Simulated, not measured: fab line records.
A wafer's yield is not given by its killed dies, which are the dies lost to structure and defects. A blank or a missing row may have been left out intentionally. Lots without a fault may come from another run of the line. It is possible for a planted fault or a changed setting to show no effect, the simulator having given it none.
A lot that was struck, set against a sound lot ; flow n5-finfet ; 37 out of 1938 route steps
Sound: these wafers, L591.1, L591.4, L591.5. Struck: wafers L610.1, L610.3, L610.4. At the end, the cause is stated.
At each step with rows: each side's tool, then ch and its chambers, then its first start. Under that, the readings that differ: sound wafers ; struck wafers ; difference of the means ; sigmas: that difference in standard deviations of wafers without a fault.
alike: readings with means less than 2 such deviations apart, plus words and numbers identical on both sides. not compared: withheld readings, readings lacking a value on some wafer, bounds such as >300 that could conceal the same value, and numbers that have no deviation in the record and whose values overlap.
A row with sigmas, a row that says differs or no value, or rows on one side alone: a step with any of these is where the two part. When numbers do not overlap yet have no deviation, they are printed without sigmas and do not part them. A reading missing from all wafers of one side parts the sides only when that side holds two or more wafers.

first, 10 steps without rows for these wafers: N5_HKMG_FIN_STRIP_69 (strips in N2/H2, time 360 s); N5_HKMG_FIN_ALD_21 (deposits TiN, target thk 1.5 nm, pulse time 1 s, purge time 3 s); N5_HKMG_FIN_ALD_72 (deposits W, target thk 2 nm, pulse time 1 s, purge time 2 s); N5_HKMG_FIN_W_FILL_22 (material W, target thk 60 nm, time 18.2 s); N5_HKMG_FIN_PRECLEAN_83 (cleans in DIW, time 57.5 s); N5_HKMG_FIN_SRD_84 (dry time 32 s); N5_HKMG_FIN_CMP_23 (polishes, stops on SiNx, t overpolish 10 s, target thk 46.326 nm); N5_HKMG_FIN_CMP_94 (polishes, stops on SiNx, t overpolish 4.7 s, target thk 43.299 nm); N5_GATE_CUT_ETCHBACK_00 (etches W in SF6/Cl2); N5_GATE_CUT_ETCH_56 (etches TiN in Cl2/Ar, target depth 21.6 nm).
N5_GATE_CUT_ETCHBACK_30: etches TiN in Cl2/Ar, target depth 3 nm.
  sound on rie-metal-02 ch 0,1, day 4 11:19; struck on rie-metal-02 ch 0,1, day 9 02:08
  alike: drypump-motor-current-A, oes-product-au, throttle-valve-pct
  not compared: rf-hours-counter-h
then, 25 steps without rows for these wafers: N5_GATE_CUT_VAPOR_ETCH_60 (etches HfO2 in BCl3/Cl2); N5_GATE_CUT_ETCH_58 (etches SiNx in CH3F/O2, target depth 17 nm, time 128.6 s); N5_GATE_CUT_STRIP_59 (strips in N2/H2, time 20 s); N5_GATE_CUT_PRECLEAN_31 (cleans in DIW, time 300 s); N5_GATE_CUT_SRD_32 (time 30 s); N5_GATE_CUT_SAC_CAP_01 (material SiNx, target thk 24 nm, pulse time 1 s, ald cycles 480); N5_GATE_CUT_PECVD_57 (deposits SiNx from SiH4/NH3/N2, target thk 21 nm); N5_GATE_CUT_CMP_02 (polishes, stops on SiO2, t overpolish 12.7 s, target thk 0 nm); N5_GATE_CUT_HM_DEP_46 (deposits SiO2 from TEOS/O2, target thk 130 nm, time 26.6 s); N5_GATE_CUT_COAT_34 (time 60 s, resist thk 60 nm); N5_GATE_CUT_COAT_35 (time 60 s, resist thk 10 nm); N5_GATE_CUT_COAT_27 (time 60 s, resist thk 10 nm); N5_GATE_CUT_COAT_07 (resist thk 30 nm); N5_GATE_CUT_EBR_09; N5_GATE_CUT_SOFTBAKE_08 (time 60 s); N5_GATE_CUT_EXPOSE_10 (exposes mask GATE CUT, target cd 20 nm); N5_GATE_CUT_PEB_11 (peb time 60 s); N5_GATE_CUT_DEVELOP_12 (develop time 30 s); N5_GATE_CUT_DESCUM_18 (chemistry O2, time 7 s); N5_GATE_CUT_ETCH_28 (etches underlayer in N2/H2, target depth 13 nm, time 10.4 s); N5_GATE_CUT_ETCH_36 (etches SiARC in CF4, target depth 13 nm, time 21.7 s); N5_GATE_CUT_ETCH_37 (etches SOC in N2/H2, target depth 60 nm, overetch 12 nm, time 90 s); N5_GATE_CUT_STRIP_38 (strips in N2/H2); N5_GATE_CUT_STRIP_39 (strips in N2/H2); N5_GATE_CUT_HM_OPEN_40 (chemistry C4F6/O2, target SiO2, target depth 139 nm, time 85.1 s).
-- the record jumps here: 8 days lie between the struck wafers' starts before and after (it left off in module GATE_CUT and takes up again in module PASSIVATION, whose first step shown is number 1936 of the route) --
N5_PASSIVATION_PROBE_49:
  record: rows for the struck wafers here (prober-01, day 17 09:12), none for the sound ones

## WHERE THEY PART
At N5_PASSIVATION_PROBE_49 and nowhere else, as far as this record goes.

WHY: whatever the simulator had introduced
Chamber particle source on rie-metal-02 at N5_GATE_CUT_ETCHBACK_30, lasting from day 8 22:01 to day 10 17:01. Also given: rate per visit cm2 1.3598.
